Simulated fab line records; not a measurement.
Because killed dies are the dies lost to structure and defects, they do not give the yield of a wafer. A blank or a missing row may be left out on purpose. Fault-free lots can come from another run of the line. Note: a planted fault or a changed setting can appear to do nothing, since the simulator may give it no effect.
Matching of chambers :: flow n5_finfet :: N5_GATE_CUT_PECVD_57 on pecvd-02 has 3 sister chambers
The step deposits SiNx from SiH4/NH3/N2, target thk 21 nm. 22 wafers are shown with their chamber, then 11 later ones without.

== WAFERS, EACH WITH ITS CHAMBER ==
wafer: L075.1
chamber: 2
throttle_valve_pct (%): 39.1
showerhead_plenum_p_Torr (Torr): 5.08
heater_power_w (W): 845

wafer: L075.4
chamber: 1
throttle_valve_pct (%): 37.7
showerhead_plenum_p_Torr (Torr): 5.11
heater_power_w (W): 729

wafer: L075.6
chamber: 1
throttle_valve_pct (%): 37.9
showerhead_plenum_p_Torr (Torr): 5.10
heater_power_w (W): 728

wafer: L077.1
chamber: 1
throttle_valve_pct (%): 37.3
showerhead_plenum_p_Torr (Torr): 5.10
heater_power_w (W): 775

wafer: L077.4
chamber: 1
throttle_valve_pct (%): 37.7
showerhead_plenum_p_Torr (Torr): 5.10
heater_power_w (W): 772

wafer: L077.6
chamber: 0
throttle_valve_pct (%): 36.3
showerhead_plenum_p_Torr (Torr): 5.07
heater_power_w (W): 767

wafer: L078.1
chamber: 0
throttle_valve_pct (%): 36.7
showerhead_plenum_p_Torr (Torr): 5.06
heater_power_w (W): 717

wafer: L078.3
chamber: 1
throttle_valve_pct (%): 37.5
showerhead_plenum_p_Torr (Torr): 5.10
heater_power_w (W): 768

wafer: L078.6
chamber: 0
throttle_valve_pct (%): 36.4
showerhead_plenum_p_Torr (Torr): 5.04
heater_power_w (W): 703

wafer: L080.3
chamber: 2
throttle_valve_pct (%): 39.1
showerhead_plenum_p_Torr (Torr): 5.09
heater_power_w (W): 919

wafer: L080.4
chamber: 0
throttle_valve_pct (%): 36.6
showerhead_plenum_p_Torr (Torr): 5.06
heater_power_w (W): 772

wafer: L080.5
chamber: 2
throttle_valve_pct (%): 38.9
showerhead_plenum_p_Torr (Torr): 5.07
heater_power_w (W): 864

wafer: L081.1
chamber: 1
throttle_valve_pct (%): 37.7
showerhead_plenum_p_Torr (Torr): 5.11
heater_power_w (W): 768

wafer: L081.5
chamber: 1
throttle_valve_pct (%): 37.8
showerhead_plenum_p_Torr (Torr): 5.09
heater_power_w (W): 759

wafer: L081.6
chamber: 0
throttle_valve_pct (%): 36.7
showerhead_plenum_p_Torr (Torr): 5.06
heater_power_w (W): 654

wafer: L086.1
chamber: 2
throttle_valve_pct (%): 39.2
showerhead_plenum_p_Torr (Torr): 5.08
heater_power_w (W): 798

wafer: L086.3
chamber: 1
throttle_valve_pct (%): 37.6
showerhead_plenum_p_Torr (Torr): 5.07
heater_power_w (W): 659

wafer: L086.5
chamber: 0
throttle_valve_pct (%): 36.5
showerhead_plenum_p_Torr (Torr): 5.07
heater_power_w (W): 763

wafer: L089.1
chamber: 2
throttle_valve_pct (%): 38.9
showerhead_plenum_p_Torr (Torr): 5.09
heater_power_w (W): 742

wafer: L089.4
chamber: 1
throttle_valve_pct (%): 37.7
showerhead_plenum_p_Torr (Torr): 5.11
heater_power_w (W): 690

wafer: L089.6
chamber: 2
throttle_valve_pct (%): 38.9
showerhead_plenum_p_Torr (Torr): 5.09
heater_power_w (W): 747

wafer: L090.1
chamber: 1
throttle_valve_pct (%): 37.8
showerhead_plenum_p_Torr (Torr): 5.09
heater_power_w (W): 758

SIGNATURES (averages over the wafers above)
reading: throttle_valve_pct
chamber 0: 36.533
chamber 1: 37.670
chamber 2: 39.017
scatter within a chamber: 0.159

reading: showerhead_plenum_p_Torr
chamber 0: 5.0600
chamber 1: 5.0980
chamber 2: 5.0833
scatter within a chamber: 0.011

reading: heater_power_w
chamber 0: 729.33
chamber 1: 740.60
chamber 2: 819.17
scatter within a chamber: 50.8
Rule: a wafer's distance from a chamber is the root of the sum, over the readings, of the square of ((its reading less the chamber's mean) divided by the reading's scatter). If the next closest chamber is less than 2 further off than the closest, the wafer can't be placed; otherwise it belongs to the closest. The scatter is the square root of a quotient: the sum, over the shown wafers, of each reading's squared deviation from its chamber's mean, divided by wafers minus chambers.

== WAFERS WHOSE CHAMBER IS MISSING ==
wafer: L090.2
throttle_valve_pct (%): 39.0
showerhead_plenum_p_Torr (Torr): 5.09
heater_power_w (W): 889

wafer: L090.3
throttle_valve_pct (%): 36.7
showerhead_plenum_p_Torr (Torr): 5.06
heater_power_w (W): 713

wafer: L091.1
throttle_valve_pct (%): 37.7
showerhead_plenum_p_Torr (Torr): 5.09
heater_power_w (W): 705

wafer: L091.3
throttle_valve_pct (%): 39.4
showerhead_plenum_p_Torr (Torr): 5.10
heater_power_w (W): 788

wafer: L091.6
throttle_valve_pct (%): 36.8
showerhead_plenum_p_Torr (Torr): 5.05
heater_power_w (W): 737

wafer: L095.1
throttle_valve_pct (%): 37.7
showerhead_plenum_p_Torr (Torr): 5.11
heater_power_w (W): 648

wafer: L095.2
throttle_valve_pct (%): 36.4
showerhead_plenum_p_Torr (Torr): 5.08
heater_power_w (W): 712

wafer: L095.5
throttle_valve_pct (%): 36.5
showerhead_plenum_p_Torr (Torr): 5.06
heater_power_w (W): 694

wafer: L097.1
throttle_valve_pct (%): 36.6
showerhead_plenum_p_Torr (Torr): 5.06
heater_power_w (W): 795

wafer: L097.3
throttle_valve_pct (%): 36.8
showerhead_plenum_p_Torr (Torr): 5.06
heater_power_w (W): 755

wafer: L097.5
throttle_valve_pct (%): 37.7
showerhead_plenum_p_Torr (Torr): 5.10
heater_power_w (W): 731

== WHICH CHAMBER EACH WENT THROUGH ==
wafer: L090.2
from the rows above: 2
in truth: 2

wafer: L090.3
from the rows above: 0
in truth: 0

wafer: L091.1
from the rows above: 1
in truth: 1

wafer: L091.3
from the rows above: 2
in truth: 2

wafer: L091.6
from the rows above: 0
in truth: 0

wafer: L095.1
from the rows above: 1
in truth: 1

wafer: L095.2
from the rows above: 0
in truth: 0

wafer: L095.5
from the rows above: 0
in truth: 0

wafer: L097.1
from the rows above: 0
in truth: 0

wafer: L097.3
from the rows above: 0
in truth: 0

wafer: L097.5
from the rows above: 1
in truth: 1
Correctly placed: 11 of 11. Left unplaced by these rows: 0. 0 placed wrongly.
